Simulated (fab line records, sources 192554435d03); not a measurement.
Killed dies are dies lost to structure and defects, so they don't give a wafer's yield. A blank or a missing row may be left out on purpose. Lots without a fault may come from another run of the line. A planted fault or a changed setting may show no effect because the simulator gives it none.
Which tool did it? | flow n5_finfet | 11 lots, 33 wafers sampled, at 4 steps of a route of 1938

WHAT THE GAUGES READ, wafer by wafer
N5_PASSIVATION_OVL_MEAS_63. Usual: PAD_OVL -1 nm, standard deviation 6.
lot  | measured     | on         | PAD_OVL (nm) | flag
L541 | day 13 04:49 | overlay-01 | 0 11 5       |
L542 | day 14 05:17 | overlay-02 | -3 5 0       |
L544 | day 14 23:46 | overlay-01 | 7 2 3        |
L546 | day 15 05:04 | overlay-01 | -2 4 0       |
L548 | day 16 13:14 | overlay-02 | -1 2 -2      |
L550 | day 17 10:38 | overlay-02 | -3 1 4       |
L552 | day 17 21:11 | overlay-01 | 4 1 -1       |
L554 | day 18 03:14 | overlay-01 | 1 -4 -6      |
L557 | day 18 06:30 | overlay-02 | -2 7 -3      |
L558 | day 18 15:01 | overlay-01 | -5 6 -2      |
L562 | day 20 13:55 | overlay-02 | -13 -8 -12   |

WHICH TOOL RAN EACH LOT (tool, then ch and the chambers of the sampled wafers, then the start)
lot  | N5_BEOL_M14_ETCH_38                | N5_MIM_BOT_SPUTTER_00        | N5_PASSIVATION_PECVD_01
L541 | rie_diel-01 ch 0,2,3, day 12 09:00 | pvd_sputter-02, day 12 23:11 | pecvd-02 ch 0,1,2, day 13 02:44
L542 | rie_diel-04 ch 1,2,3, day 13 11:55 | pvd_sputter-01, day 13 21:29 | pecvd-02 ch 0,1, day 14 00:30
L544 | rie_diel-01 ch 0,2,3, day 14 03:34 | pvd_sputter-01, day 14 14:34 | pecvd-01 ch 0,1,2, day 14 17:36
L546 | rie_diel-01 ch 0,2, day 14 10:11   | pvd_sputter-03, day 14 23:29 | pecvd-04 ch 0,2, day 15 03:15
L548 | rie_diel-01 ch 1,2,3, day 15 21:28 | pvd_sputter-01, day 16 07:43 | pecvd-01 ch 0,1, day 16 10:55
L550 | rie_diel-01 ch 0,2,3, day 16 14:34 | pvd_sputter-01, day 17 01:29 | pecvd-01 ch 1,2, day 17 04:47
L552 | rie_diel-04 ch 0,2, day 17 04:25   | pvd_sputter-03, day 17 14:32 | pecvd-04 ch 0,1, day 17 17:36
L554 | rie_diel-01 ch 0,1,3, day 17 05:42 | pvd_sputter-03, day 17 20:05 | pecvd-01 ch 0,2, day 17 23:07
L557 | rie_diel-04 ch 2,3, day 17 10:17   | pvd_sputter-01, day 18 01:13 | pecvd-04 ch 0,2, day 18 04:24
L558 | rie_diel-04 ch 1,3, day 17 23:32   | pvd_sputter-02, day 18 09:14 | pecvd-01 ch 0,1,2, day 18 12:31
L562 | rie_diel-04 ch 0,1,2, day 19 16:35 | pvd_sputter-02, day 20 05:44 | pecvd-04 ch 0,1,2, day 20 08:55
- N5_BEOL_M14_ETCH_38: etches SiCN in CF4/N2, target depth 106.5 nm, time 120.6 s.
- N5_MIM_BOT_SPUTTER_00: material TiN, target thk 35 nm, time 89.7 s.
- N5_PASSIVATION_PECVD_01: deposits SiNx from SiH4/NH3/N2, target thk 200 nm, time 43.2 s.

WHAT THE TOOLS THEMSELVES READ (means of the sampled wafers that have a number; where no wafer has one, the mark that the record gives instead)
N5_BEOL_M14_ETCH_38. Usual: cf4_flow_sccm 60.01 sccm, standard deviation 0.17; drypump_motor_current_A 5.8 A, standard deviation 0.35; oes_product_au 0.83 a.u., standard deviation 0.076; rf_vpp_V 383.2 V, standard deviation 1.4; showerhead_plenum_p_Torr 2.24 Torr, standard deviation 0.047; throttle_valve_pct 15.24 %, standard deviation 0.25.
lot  | tool        | cf4_flow_sccm (sccm) | drypump_motor_current_A (A) | oes_product_au (a.u.) | rf_vpp_V (V) | showerhead_plenum_p_Torr (Torr) | throttle_valve_pct (%) | flag
L541 | rie_diel-01 | 59.90                | 5.7                         | 0.82                  | 384.2        | 2.29                            | 15.12                  |
L542 | rie_diel-04 | 59.84                | 5.8                         | 0.75                  | 382.3        | 2.23                            | 15.51                  |
L544 | rie_diel-01 | 60.00                | 5.7                         | 0.81                  | 384.7        | 2.29                            | 15.15                  |
L546 | rie_diel-01 | 59.91                | 5.9                         | 0.80                  | 385.8        | 2.32                            | 15.08                  |
L548 | rie_diel-01 | 59.99                | 5.5                         | 0.85                  | 383.7        | 2.26                            | 15.24                  |
L550 | rie_diel-01 | 60.16                | 5.7                         | 0.78                  | 384.8        | 2.28                            | 15.18                  |
L552 | rie_diel-04 | 59.95                | 6.1                         | 0.86                  | 382.1        | 2.21                            | 15.08                  |
L554 | rie_diel-01 | 59.94                | 5.5                         | 0.85                  | 383.7        | 2.27                            | 15.21                  |
L557 | rie_diel-04 | 59.97                | 5.7                         | 0.87                  | 382.7        | 2.18                            | 15.13                  |
L558 | rie_diel-04 | 60.10                | 6.0                         | 0.90                  | 383.6        | 2.25                            | 15.36                  |
L562 | rie_diel-04 | 60.16                | 6.1                         | 0.87                  | 382.8        | 2.21                            | 15.26                  |

N5_MIM_BOT_SPUTTER_00. Usual: substrate_temp_c 200.02 C, standard deviation 0.18; susceptor_temp_C 200.01 C, standard deviation 0.16; throttle_valve_pct 29.8 %, standard deviation 0.82.
lot  | tool           | substrate_temp_c (C) | susceptor_temp_C (C) | throttle_valve_pct (%) | flag
L541 | pvd_sputter-02 | 200.08               | 199.80               | 29.4                   |
L542 | pvd_sputter-01 | 199.78               | 199.89               | 30.5                   |
L544 | pvd_sputter-01 | 200.01               | 200.04               | 29.8                   |
L546 | pvd_sputter-03 | 200.19               | 199.99               | 29.9                   |
L548 | pvd_sputter-01 | 200.16               | 199.92               | 29.2                   |
L550 | pvd_sputter-01 | 200.12               | 200.13               | 30.6                   |
L552 | pvd_sputter-03 | 199.94               | 200.01               | 30.2                   |
L554 | pvd_sputter-03 | 199.93               | 200.01               | 29.9                   |
L557 | pvd_sputter-01 | 199.92               | 199.95               | 30.3                   |
L558 | pvd_sputter-02 | 200.07               | 200.12               | 29.7                   |
L562 | pvd_sputter-02 | 200.24               | 200.26               | 29.7                   |

N5_PASSIVATION_PECVD_01. Usual: heater_power_w 442 W, standard deviation 90; showerhead_plenum_p_Torr 8.64 Torr, standard deviation 0.067; susceptor_temp_C 400.03 C, standard deviation 0.23; throttle_valve_pct 29.5 %, standard deviation 1.6.
lot  | tool     | heater_power_w (W) | showerhead_plenum_p_Torr (Torr) | susceptor_temp_C (C) | throttle_valve_pct (%) | flag
L541 | pecvd-02 | 385                | 8.67                            | 400.06               | 29.3                   |
L542 | pecvd-02 | 389                | 8.72                            | 399.90               | 30.6                   |
L544 | pecvd-01 | 444                | 8.65                            | 399.93               | 29.4                   |
L546 | pecvd-04 | 550                | 8.59                            | 399.95               | 28.5                   |
L548 | pecvd-01 | 410                | 8.60                            | 400.03               | 30.2                   |
L550 | pecvd-01 | 429                | 8.66                            | 400.00               | 29.1                   |
L552 | pecvd-04 | 380                | 8.67                            | 400.14               | 30.8                   |
L554 | pecvd-01 | 453                | 8.69                            | 400.05               | 28.7                   |
L557 | pecvd-04 | 508                | 8.57                            | 400.08               | 28.7                   |
L558 | pecvd-01 | 488                | 8.64                            | 400.12               | 29.2                   |
L562 | pecvd-04 | 388                | 8.61                            | 400.08               | 30.2                   |

THE ANSWER, worked out from the rows above alone
Rule: a lot is off if the mean of its wafers that have a number lies more than 3 standard deviations from the usual mean. A lot without any number at a reading at which 4 lots or more have one is off too. The other lots that the step has rows for count as sound. The gauges are gone through in route order, then the tools' own readings, and for those a lot's mean is taken as printed above. The first step at which some lot is off is used, and at that step the reading that is off furthest; a lot without a number counts as furthest.
No lot is off at any reading shown: from this, nothing can be told.

WHAT THE SIMULATOR HAD PUT IN
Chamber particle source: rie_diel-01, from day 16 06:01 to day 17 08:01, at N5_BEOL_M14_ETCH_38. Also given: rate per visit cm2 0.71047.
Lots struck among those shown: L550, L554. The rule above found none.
